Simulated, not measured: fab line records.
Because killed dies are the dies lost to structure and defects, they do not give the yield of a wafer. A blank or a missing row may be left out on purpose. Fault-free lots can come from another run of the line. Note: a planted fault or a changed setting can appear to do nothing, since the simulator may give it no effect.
Chamber matching | flow n5Finfet | cmp-02 running N5_STI_FIN_REVEAL_CMP_04: 4 sister chambers
The step polishes, stops on Si3N4, t overpolish 4 s, target thk 131.83 nm. 16 wafers are shown with their chamber, then 8 later ones without.

WAFERS WITH THEIR CHAMBER
wafer  | chamber | motorCurrentA (A) | timeToEndpointS (s) | overpolishRunS (s)
L074.3 | 2       | 8.5               | 97                  | 4.002
L074.4 | 1       | 9.2               | 100                 | 4.000
L074.6 | 0       | 8.5               | 108                 | 4.003
L086.3 | 1       | 9.4               | 102                 | 3.995
L086.4 | 0       | 8.6               | 106                 | 3.993
L086.5 | 3       | 8.3               | 100                 | 4.000
L088.3 | 0       | 8.7               | 109                 | 3.992
L088.5 | 2       | 8.4               | 105                 | 3.990
L088.6 | 1       | 8.7               | 107                 | 4.014
L090.2 | 2       | 8.3               | 99                  | 3.998
L090.4 | 0       | 8.1               | 104                 | 3.989
L090.5 | 3       | 8.5               | 94                  | 4.007
L091.1 | 1       | 9.2               | 106                 | 4.017
L091.2 | 3       | 8.1               | 102                 | 4.013
L091.4 | 2       | 8.0               | 104                 | 3.995
L092.1 | 2       | 8.3               | 96                  | 3.997

SIGNATURES (means of the wafers above)
reading         | chamber 0 | chamber 1 | chamber 2 | chamber 3 | scatter within a chamber
motorCurrentA   | 8.475     | 9.125     | 8.300     | 8.300     | 0.241
timeToEndpointS | 106.75    | 103.75    | 100.20    | 98.67     | 3.52
overpolishRunS  | 3.99425   | 4.00650   | 3.99640   | 4.00667   | 0.00715
Rule: a wafer's distance from a chamber is the root of the sum, over the readings, of the square of ((its reading less the chamber's mean) divided by the reading's scatter). The wafer belongs to the nearest chamber; if the next one is less than 2 further off, it can't be placed. How the scatter is found: for the shown wafers, subtract from each reading the mean of its chamber, square and add these, divide the total by (wafers less chambers), then take the root.

WAFERS WITHOUT THEIR CHAMBER
wafer  | motorCurrentA (A) | timeToEndpointS (s) | overpolishRunS (s)
L092.4 | 8.8               | 108                 | 3.986
L092.6 | 8.7               | 97                  | 4.001
L095.2 | 8.2               | 97                  | 3.999
L095.3 | 8.7               | 96                  | 3.997
L095.5 | 9.0               | 101                 | 4.011
L097.1 | 8.3               | 96                  | 3.996
L097.2 | 9.1               | 101                 | 3.991
L097.4 | 8.8               | 106                 | 3.999

WHICH CHAMBER EACH WENT THROUGH
wafer  | from the rows above               | in truth
L092.4 | can't be placed: 0 or 2 or 1      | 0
L092.6 | can't be placed: 3 or 2 or 1 or 0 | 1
L095.2 | can't be placed: 2 or 3           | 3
L095.3 | can't be placed: 2 or 3 or 1 or 0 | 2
L095.5 | can't be placed: 1 or 3           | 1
L097.1 | can't be placed: 2 or 3 or 0      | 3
L097.2 | can't be placed: 1 or 0 or 2 or 3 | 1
L097.4 | can't be placed: 0 or 1 or 2 or 3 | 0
Correctly placed: 0 of 8. These rows do not allow placing 8 (true chamber among the candidates in 8). Wrongly placed: 0.
